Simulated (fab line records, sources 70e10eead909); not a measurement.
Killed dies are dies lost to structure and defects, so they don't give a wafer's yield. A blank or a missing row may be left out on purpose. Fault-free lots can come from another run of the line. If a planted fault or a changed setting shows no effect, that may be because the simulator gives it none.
Which tool did it? || flow nand-harc || 14 lots (40 wafers sampled), 1 step of a 1159-step route

== WHAT THE GAUGES SHOWED, per wafer ==
NHARC_A_CONTACT_OVL_MEAS_43.
{"lot": "L112", "measured": "day 17 01:27", "on": "overlay-02", "overlay-x-nm (nm)": "1.0 0.4 0.1", "overlay-y-nm (nm)": "-0.5 -0.4 -0.8"}
{"lot": "L113", "measured": "day 17 08:46", "on": "overlay-01", "overlay-x-nm (nm)": "-1.4 -1.5 -1.6", "overlay-y-nm (nm)": "-1.7 -1.6 -2.1"}
{"lot": "L114", "measured": "day 17 09:28", "on": "overlay-02", "overlay-x-nm (nm)": "-0.6 -0.7 -0.2", "overlay-y-nm (nm)": "0.8 0.3 0.1"}
{"lot": "L116", "measured": "day 18 02:20", "on": "overlay-02", "overlay-x-nm (nm)": "-0.1 0.6 -0.5", "overlay-y-nm (nm)": "0.5 0.6 0.5"}
{"lot": "L118", "measured": "day 18 20:10", "on": "overlay-02", "overlay-x-nm (nm)": "-0.3 -0.4", "overlay-y-nm (nm)": "1.6 1.4"}
{"lot": "L119", "measured": "day 19 00:14", "on": "overlay-01", "overlay-x-nm (nm)": "-0.3 -0.5", "overlay-y-nm (nm)": "0.0 -0.4"}
{"lot": "L120", "measured": "day 19 03:31", "on": "overlay-02", "overlay-x-nm (nm)": "0.6 0.1 0.3", "overlay-y-nm (nm)": "-0.7 0.5 -0.6"}
{"lot": "L126", "measured": "day 20 15:56", "on": "overlay-01", "overlay-x-nm (nm)": "0.3 0.7 0.9", "overlay-y-nm (nm)": "0.5 0.5 0.1"}
{"lot": "L127", "measured": "day 21 14:59", "on": "overlay-01", "overlay-x-nm (nm)": "-1.1 -0.1 -1.4", "overlay-y-nm (nm)": "0.0 0.2 0.0"}
{"lot": "L130", "measured": "day 21 20:38", "on": "overlay-01", "overlay-x-nm (nm)": "-0.9 -0.2 -1.2", "overlay-y-nm (nm)": "-0.2 0.2 -0.1"}
{"lot": "L128", "measured": "day 22 01:14", "on": "overlay-02", "overlay-x-nm (nm)": "0.8 0.4 0.4", "overlay-y-nm (nm)": "-1.8 -2.1 -2.2"}
{"lot": "L131", "measured": "day 22 06:45", "on": "overlay-01", "overlay-x-nm (nm)": "-0.6 -0.1 -0.6", "overlay-y-nm (nm)": "-0.2 -0.3 -0.4"}
{"lot": "L134", "measured": "day 22 18:50", "on": "overlay-01", "overlay-x-nm (nm)": "-0.3 -0.4 -0.3", "overlay-y-nm (nm)": "0.0 -0.2 0.3"}
{"lot": "L135", "measured": "day 22 20:57", "on": "overlay-01", "overlay-x-nm (nm)": "1.1 1.0 1.0", "overlay-y-nm (nm)": "0.9 0.9 1.0"}

== EACH LOT AND THE TOOL THAT RAN IT (in order: tool; ch and the chambers of the sampled wafers; start) ==
The record shows no process step preceding these readings.

== WHAT THE TOOLS THEMSELVES READ (means of the sampled wafers that have a number; where no wafer has one, the mark that the record gives instead) ==
The record holds no such reading with a usual standard deviation.

== THE ANSWER, worked out from the rows above alone ==
Rule: the usual values come from the lots themselves. The widest of any qualifying gaps counts: lots, ordered by their means at a reading, are off when they make up no more than a third of the lots, leave a main group of 4 or more, and stand apart from it by 3 or more times the standard deviation of that group's means. A main group is skipped when, at the precision printed for the reading in the tables above, its means are all equal. A lot without any number at a reading at which 4 lots or more have one is off too. Where the step has rows for the other lots, those lots are counted as sound. First the gauges in route order, then the tools' own readings, where a lot's mean is used as printed above. At the first step where some lot is off, the reading lying furthest off is the one used; lots without a number count as furthest.
No lot is off at any reading shown: from this, nothing can be told.

== WHAT WAS PUT IN BY THE SIMULATOR ==
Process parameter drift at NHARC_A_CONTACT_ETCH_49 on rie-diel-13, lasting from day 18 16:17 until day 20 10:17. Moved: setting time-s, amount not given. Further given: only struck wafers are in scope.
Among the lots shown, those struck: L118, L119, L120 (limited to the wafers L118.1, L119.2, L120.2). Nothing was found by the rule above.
